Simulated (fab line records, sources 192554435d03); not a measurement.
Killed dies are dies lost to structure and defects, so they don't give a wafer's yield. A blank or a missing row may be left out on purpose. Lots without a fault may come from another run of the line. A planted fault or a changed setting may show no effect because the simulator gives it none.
Which tool did it? | flow n5_finfet | 24 lots, 72 wafers sampled, at 1 step of a route of 1938

WHAT THE GAUGES READ, wafer by wafer
N5_BEOL_M0_CUTY_INSPECT_59: inspects for defects (macro).
lot  | measured     | on                | raw_defect_count
L074 | day 6 04:22  | defect_inspect-01 | 3 3 1
L075 | day 6 05:25  | defect_inspect-02 | 3 1 2
L076 | day 6 08:32  | defect_inspect-01 | 0 2 1
L077 | day 6 17:26  | defect_inspect-01 | 3 1 4
L078 | day 7 03:25  | defect_inspect-01 | 2 0 4
L079 | day 7 07:30  | defect_inspect-02 | 5 2 0
L081 | day 7 11:05  | defect_inspect-02 | 2 2 1
L080 | day 7 16:13  | defect_inspect-02 | 3 2 4
L082 | day 7 17:14  | defect_inspect-01 | 0 1 1
L083 | day 8 04:32  | defect_inspect-01 | 2 1 0
L084 | day 8 08:03  | defect_inspect-01 | 4 1 3
L085 | day 8 15:51  | defect_inspect-02 | 1 4 3
L086 | day 8 17:31  | defect_inspect-01 | 2 3 4
L087 | day 9 03:49  | defect_inspect-01 | 2 2 3
L088 | day 9 06:47  | defect_inspect-01 | 3 2 5
L089 | day 9 10:17  | defect_inspect-01 | 1 0 2
L090 | day 9 16:54  | defect_inspect-02 | 2 3 3
L091 | day 9 22:40  | defect_inspect-01 | 1 1 1
L092 | day 10 10:10 | defect_inspect-02 | 1 1 6
L093 | day 10 16:46 | defect_inspect-01 | 2 2 2
L094 | day 10 23:00 | defect_inspect-02 | 1 0 1
L095 | day 11 09:43 | defect_inspect-02 | 1 4 3
L096 | day 11 16:16 | defect_inspect-02 | 1 3 0
L097 | day 11 17:31 | defect_inspect-01 | 3 2 5

WHICH TOOL RAN EACH LOT (tool, then ch and the chambers of the sampled wafers, then the start)
The record holds no process step before these readings.

WHAT THE TOOLS THEMSELVES READ (means of the sampled wafers that have a number; where no wafer has one, the mark that the record gives instead)
The record holds no such reading with a usual standard deviation.

THE ANSWER, worked out from the rows above alone
Rule: what is usual is taken from the lots themselves. Put in order of their means at a reading, lots are off if they are a third of the lots or fewer, leave a main group of 4 or more, and stand apart from it by a gap of 3 or more times the standard deviation of the main group's means; of several such gaps the widest counts. A main group whose means are all the same, to the digits that the tables above print for the reading, isn't used. A lot without any number at a reading at which 4 lots or more have one is off too. The other lots that the step has rows for count as sound. The gauges are gone through in route order, then the tools' own readings, and for those a lot's mean is taken as printed above. The first step at which some lot is off is used, and at that step the reading that is off furthest; a lot without a number counts as furthest.
No lot is off at any reading shown: from this, nothing can be told.

WHAT THE SIMULATOR HAD PUT IN
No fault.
